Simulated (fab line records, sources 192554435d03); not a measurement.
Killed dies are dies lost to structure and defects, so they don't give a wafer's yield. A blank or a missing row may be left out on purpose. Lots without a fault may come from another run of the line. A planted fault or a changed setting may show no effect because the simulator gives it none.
Which tool did it? | flow n5_finfet | 8 lots, 24 wafers sampled, at 5 steps of a route of 1938

WHAT THE GAUGES READ, wafer by wafer
N5_HKMG_FIN_INSPECT_14: inspects for defects (macro). Usual: raw_defect_count 2.1, standard deviation 1.3.
lot  | measured    | on                | raw_defect_count | flag
L165 | day 4 15:14 | defect_inspect-02 | 1 2 1            |
L169 | day 5 16:23 | defect_inspect-02 | 2 2 3            |
L170 | day 5 23:54 | defect_inspect-02 | 2 2 1            |
L176 | day 7 12:59 | defect_inspect-01 | 1 1 4            |
L177 | day 7 20:32 | defect_inspect-01 | 2 2 0            |
L178 | day 7 23:57 | defect_inspect-02 | 2 1 1            |
L184 | day 9 13:08 | defect_inspect-01 | 5 4 2            |
L185 | day 9 15:10 | defect_inspect-01 | 1 3 0            |

N5_BEOL_M4_RC_MEAS_101. Usual: DIBL_N 36.2 mV/V, standard deviation 1.4; DIBL_P 36.1 mV/V, standard deviation 1.5; IGATE_N 0.0123 nA/um, standard deviation 0.0015; IOFF_N 0.153 nA/um, standard deviation 0.02; IOFF_N_85C 3.0 nA/um, standard deviation 0.32; IOFF_N_LIN 0.071 nA/um, standard deviation 0.0071; IOFF_N_LONG 5.55e-05 nA/um, standard deviation 2.4e-06; IOFF_P 0.215 nA/um, standard deviation 0.03; IOFF_P_85C 3.7 nA/um, standard deviation 0.41; IOFF_P_LIN 0.102 nA/um, standard deviation 0.012; IOFF_P_LONG 0.000109 nA/um, standard deviation 9.5e-06; ION_N 672 uA/um, standard deviation 8.6; ION_P 463 uA/um, standard deviation 6.8; SS_N 71.5 mV/dec, standard deviation 0.47; SS_P 73.3 mV/dec, standard deviation 0.57; VT_N 250.6 mV, standard deviation 2.4; VT_N_LONG 275.2 mV, standard deviation 2; VT_N_LVT 99.6 mV, standard deviation 2.5; VT_P -249 mV, standard deviation 3.2; VT_P_LONG -274 mV, standard deviation 3.1; VT_P_LVT -98.2 mV, standard deviation 2.8.
lot  | measured     | on        | DIBL_N (mV/V)  | DIBL_P (mV/V)  | IGATE_N (nA/um)      | IOFF_N (nA/um)    | IOFF_N_85C (nA/um) | IOFF_N_LIN (nA/um) | IOFF_N_LONG (nA/um)          | IOFF_P (nA/um)    | IOFF_P_85C (nA/um) | IOFF_P_LIN (nA/um) | IOFF_P_LONG (nA/um)        | ION_N (uA/um) | ION_P (uA/um) | SS_N (mV/dec)  | SS_P (mV/dec)  | VT_N (mV)         | VT_N_LONG (mV)    | VT_N_LVT (mV)     | VT_P (mV)      | VT_P_LONG (mV) | VT_P_LVT (mV)        | flag
L165 | day 8 07:58  | prober-01 | 38.6 38.9 37.4 | 38.4 38.0 36.7 | 0.0107 0.0120 0.0096 | 0.186 0.179 0.161 | 3.6 3.5 3.2        | 0.079 0.078 0.071  | 5.39e-05 5.34e-05 5.4e-05    | 0.248 0.249 0.224 | 4.2 4.2 3.8        | 0.112 0.112 0.102  | 0.000111 0.000109 0.000108 | 673 676 667   | 464 461 457   | 71.8 73.0 72.1 | 74.6 73.8 73.5 | 246.8 248.2 249.3 | 276.1 275.7 278.2 | 98.0 97.6 99.5    | -245 -247 -250 | -274 -276 -276 | -96.8 -96.0 -98.1    |
L169 | day 10 05:20 | prober-01 | 36.0 35.7 35.8 | 36.4 36.1 37.0 | 0.0140 0.0131 0.0126 | 0.159 0.144 0.159 | 3.0 2.8 3.0        | 0.069 0.065 0.069  | 5.67e-05 5.63e-05 5.58e-05   | 0.242 0.236 0.255 | 4.2 4.0 4.3        | 0.117 0.115 0.123  | 0.000134 0.000132 0.000131 | 676 666 674   | 472 471 476   | 72.3 71.4 71.3 | 73.8 72.5 73.1 | 249.5 252.1 251.9 | 277.4 274.1 274.9 | 100.1 101.2 99.4  | -244 -245 -244 | -267 -267 -271 | -94.0 -94.7 -93.6    |
L170 | day 9 22:04  | prober-02 | 34.3 36.0 35.6 | 33.5 35.1 34.9 | 0.0149 0.0130 0.0112 | 0.120 0.144 0.146 | 2.5 2.9 2.9        | 0.058 0.068 0.068  | 5.11e-05 5.16e-05 5.29e-05   | 0.195 0.229 0.223 | 3.4 3.9 3.8        | 0.097 0.109 0.105  | 0.000106 0.000108 0.000107 | 661 673 669   | 468 470 466   | 71.3 71.5 71.7 | 72.6 73.6 73.7 | 255.7 250.6 251.3 | 277.8 277.4 277.5 | 105.9 104.6 102.5 | -250 -248 -248 | -273 -272 -273 | -100.7 -99.0 -99.5   |
L176 | day 11 04:24 | prober-02 | 37.3 36.6 38.5 | 38.1 36.3 38.9 | 0.0105 0.0133 0.0133 | 0.159 0.147 0.178 | 3.1 2.9 3.4        | 0.074 0.068 0.080  | 5.08e-05 5.18e-05 5.16e-05   | 0.210 0.189 0.222 | 3.6 3.3 3.8        | 0.097 0.088 0.100  | 9.6e-05 9.5e-05 9.6e-05    | 678 674 682   | 461 458 457   | 71.6 70.8 71.1 | 73.9 73.4 74.0 | 249.5 253.1 247.0 | 275.6 278.8 275.5 | 98.7 99.7 97.3    | -250 -251 -251 | -277 -277 -279 | -99.6 -101.0 -99.1   |
L177 | day 11 06:25 | prober-01 | 36.4 34.8 36.8 | 34.2 32.8 35.0 | 0.0306 0.0116 0.0289 | 3.374 0.125 3.453 | 39.8 2.5 41.2      | 1.522 0.060 1.585  | 0.0010618 5.55e-05 0.0010757 | 0.076 0.186 0.082 | 1.6 3.3 1.7        | 0.039 0.096 0.040  | 6.2e-05 0.000112 6.1e-05   | 849 666 848   | 418 462 422   | 71.7 71.0 71.2 | 72.3 73.0 72.6 | 161.9 254.5 162.7 | 187.2 271.8 182.0 | 15.3 106.0 14.9   | -278 -249 -275 | -299 -273 -299 | -128.7 -102.6 -128.7 | OFF
L178 | day 12 04:41 | prober-02 | 35.8 38.1 36.9 | 35.7 38.4 37.2 | 0.0211 0.0121 0.0113 | 3.208 0.181 0.156 | 40.1 3.5 3.1       | 1.545 0.082 0.074  | 0.0009957 5.31e-05 5.33e-05  | 0.079 0.239 0.218 | 1.6 4.0 3.7        | 0.037 0.107 0.100  | 5.6e-05 9.7e-05 9.8e-05    | 843 682 677   | 413 467 468   | 70.9 72.3 71.6 | 72.8 73.7 73.5 | 163.1 250.4 250.8 | 186.6 273.2 277.3 | 10.9 97.4 99.0    | -279 -250 -250 | -300 -278 -277 | -126.5 -98.2 -98.7   | OFF
L184 | day 13 09:07 | prober-02 | 36.7 36.4 37.6 | 37.1 36.2 37.5 | 0.0139 0.0129 0.0129 | 0.156 0.150 0.176 | 3.1 3.0 3.4        | 0.073 0.071 0.080  | 5.28e-05 5.26e-05 5.34e-05   | 0.239 0.224 0.252 | 4.0 3.8 4.2        | 0.111 0.106 0.115  | 0.000112 0.000108 0.000108 | 683 676 693   | 472 470 475   | 70.9 71.2 71.9 | 73.3 72.1 73.3 | 252.4 250.8 249.7 | 278.3 277.7 274.5 | 100.6 98.8 97.7   | -248 -249 -246 | -274 -276 -272 | -97.9 -98.4 -97.5    |
L185 | day 13 08:04 | prober-02 | 35.3 34.6 34.8 | 34.7 34.2 34.0 | 0.0125 0.0125 0.0114 | 0.139 0.141 0.134 | 2.8 2.8 2.7        | 0.066 0.068 0.066  | 5.54e-05 5.64e-05 5.51e-05   | 0.193 0.188 0.191 | 3.4 3.3 3.3        | 0.094 0.092 0.094  | 0.000109 0.000107 0.000109 | 673 679 679   | 460 464 464   | 71.3 70.8 71.5 | 73.2 74.3 73.3 | 253.2 253.1 251.2 | 272.9 273.0 275.3 | 100.5 99.2 100.6  | -250 -254 -251 | -273 -273 -272 | -100.3 -102.0 -100.1 |

WHICH TOOL RAN EACH LOT (tool, then ch and the chambers of the sampled wafers, then the start)
lot  | N5_HKMG_FIN_PWFM_ALD_03            | N5_HKMG_FIN_DESCUM_17             | N5_HKMG_FIN_ALD_91
L165 | ald_metal-03 ch 2,3, day 4 14:21   | rie_diel-03 ch 1,2,3, day 4 15:19 | ald_metal-01 ch 1,3, day 4 16:20
L169 | ald_metal-02 ch 0,1,2, day 5 15:37 | rie_diel-03 ch 0,2, day 5 16:25   | ald_metal-01 ch 0,1,2, day 5 17:39
L170 | ald_metal-01 ch 0,2,3, day 5 23:01 | rie_diel-03 ch 0,2, day 5 23:57   | ald_metal-03 ch 2,3, day 6 01:10
L176 | ald_metal-01 ch 0,1,2, day 7 12:06 | rie_diel-04 ch 0,1,3, day 7 13:07 | ald_metal-01 ch 0,2,3, day 7 14:05
L177 | ald_metal-02 ch 1,3, day 7 19:46   | rie_diel-03 ch 0,3, day 7 20:36   | ald_metal-01 ch 0,1, day 7 21:35
L178 | ald_metal-03 ch 0,1,3, day 7 23:04 | rie_diel-03 ch 0,1,3, day 7 23:59 | ald_metal-01 ch 1,2,3, day 8 00:58
L184 | ald_metal-02 ch 1,2,3, day 9 12:14 | rie_diel-02 ch 0,1, day 9 13:40   | ald_metal-02 ch 0,3, day 9 14:38
L185 | ald_metal-01 ch 0,1,2, day 9 14:16 | rie_diel-02 ch 0,1, day 9 15:17   | ald_metal-03 ch 1,2, day 9 16:16
- N5_HKMG_FIN_PWFM_ALD_03: deposits TiN, target thk 2 nm, pulse time 1 s, purge time 3 s.
- N5_HKMG_FIN_DESCUM_17: chemistry O2, time 7.9 s.
- N5_HKMG_FIN_ALD_91: deposits TiN, target thk 1 nm, pulse time 1 s, purge time 3 s.

WHAT THE TOOLS THEMSELVES READ (means of the sampled wafers that have a number; where no wafer has one, the mark that the record gives instead)
N5_HKMG_FIN_PWFM_ALD_03. Usual: heater_power_outer_w 506 W, standard deviation 54; heater_power_w 841 W, standard deviation 79; precursor_pulse_height_rel 0.999, standard deviation 0.019; susceptor_temp_C 399.99 C, standard deviation 0.23.
lot  | tool         | heater_power_outer_w (W) | heater_power_w (W) | precursor_pulse_height_rel | susceptor_temp_C (C) | flag
L165 | ald_metal-03 | 495                      | 851                | 0.997                      | 400.10               |
L169 | ald_metal-02 | 578                      | 933                | 0.999                      | 399.98               |
L170 | ald_metal-01 | 473                      | 795                | 1.008                      | 400.07               |
L176 | ald_metal-01 | 518                      | 854                | 1.007                      | 400.11               |
L177 | ald_metal-02 | 541                      | 925                | 0.974                      | 400.24               |
L178 | ald_metal-03 | 492                      | 808                | 1.003                      | 399.90               |
L184 | ald_metal-02 | 576                      | 954                | 0.985                      | 399.89               |
L185 | ald_metal-01 | 515                      | 852                | 0.997                      | 400.00               |

N5_HKMG_FIN_DESCUM_17. Usual: drypump_motor_current_A 5.6 A, standard deviation 0.5; oes_product_au 0.81 a.u., standard deviation 0.094; rf_vpp_V 243.7 V, standard deviation 1.3; showerhead_plenum_p_Torr 2.13 Torr, standard deviation 0.068; temp_c 40.00 C, standard deviation 0.11; throttle_valve_pct 20.37 %, standard deviation 0.17.
lot  | tool        | drypump_motor_current_A (A) | oes_product_au (a.u.) | rf_vpp_V (V) | showerhead_plenum_p_Torr (Torr) | temp_c (C) | throttle_valve_pct (%) | flag
L165 | rie_diel-03 | 5.3                         | 0.71                  | 242.6        | 2.10                            | 39.97      | 20.47                  |
L169 | rie_diel-03 | 5.8                         | 0.83                  | 243.9        | 2.17                            | 39.97      | 20.35                  |
L170 | rie_diel-03 | 5.8                         | 0.83                  | 243.6        | 2.17                            | 39.95      | 20.35                  |
L176 | rie_diel-04 | 5.9                         | 0.77                  | 244.9        | 2.15                            | 40.08      | 20.50                  |
L177 | rie_diel-03 | 5.6                         | 0.82                  | 244.9        | 2.17                            | 39.92      | 20.39                  |
L178 | rie_diel-03 | 5.5                         | 0.84                  | 243.6        | 2.15                            | 39.97      | 20.32                  |
L184 | rie_diel-02 | 5.8                         | 0.89                  | 244.4        | 2.20                            | 39.97      | 20.21                  |
L185 | rie_diel-02 | 5.4                         | 0.85                  | 243.8        | 2.15                            | 40.06      | 20.22                  |

N5_HKMG_FIN_ALD_91. Usual: heater_power_outer_w 517 W, standard deviation 54; heater_power_w 858 W, standard deviation 82; precursor_pulse_height_rel 0.999, standard deviation 0.02; susceptor_temp_C 400.01 C, standard deviation 0.2.
lot  | tool         | heater_power_outer_w (W) | heater_power_w (W) | precursor_pulse_height_rel | susceptor_temp_C (C) | flag
L165 | ald_metal-01 | 479                      | 804                | 0.987                      | 400.00               |
L169 | ald_metal-01 | 518                      | 847                | 1.016                      | 399.96               |
L170 | ald_metal-03 | 500                      | 881                | 1.020                      | 400.15               |
L176 | ald_metal-01 | 482                      | 791                | 0.995                      | 400.05               |
L177 | ald_metal-01 | 542                      | 866                | 1.011                      | 399.68               |
L178 | ald_metal-01 | 472                      | 788                | 0.977                      | 400.14               |
L184 | ald_metal-02 | 582                      | 973                | 0.993                      | 399.93               |
L185 | ald_metal-03 | 493                      | 857                | 0.989                      | 400.11               |

THE ANSWER, worked out from the rows above alone
Rule: a lot is off if the mean of its wafers that have a number lies more than 3 standard deviations from the usual mean. A lot without any number at a reading at which 4 lots or more have one is off too. The other lots that the step has rows for count as sound. The gauges are gone through in route order, then the tools' own readings, and for those a lot's mean is taken as printed above. The first step at which some lot is off is used, and at that step the reading that is off furthest; a lot without a number counts as furthest.
Off: L177, L178, at N5_BEOL_M4_RC_MEAS_101 (IOFF_N_LONG).
A tool fits if, at a process step before that reading, it ran every lot that is off, and no sound lot after the first of them. The gauges at N5_BEOL_M4_RC_MEAS_101 are tried like those tools. Can't be told from this: 2 tools fit, rie_diel-03 at N5_HKMG_FIN_DESCUM_17, ald_metal-01 at N5_HKMG_FIN_ALD_91.

WHAT THE SIMULATOR HAD PUT IN
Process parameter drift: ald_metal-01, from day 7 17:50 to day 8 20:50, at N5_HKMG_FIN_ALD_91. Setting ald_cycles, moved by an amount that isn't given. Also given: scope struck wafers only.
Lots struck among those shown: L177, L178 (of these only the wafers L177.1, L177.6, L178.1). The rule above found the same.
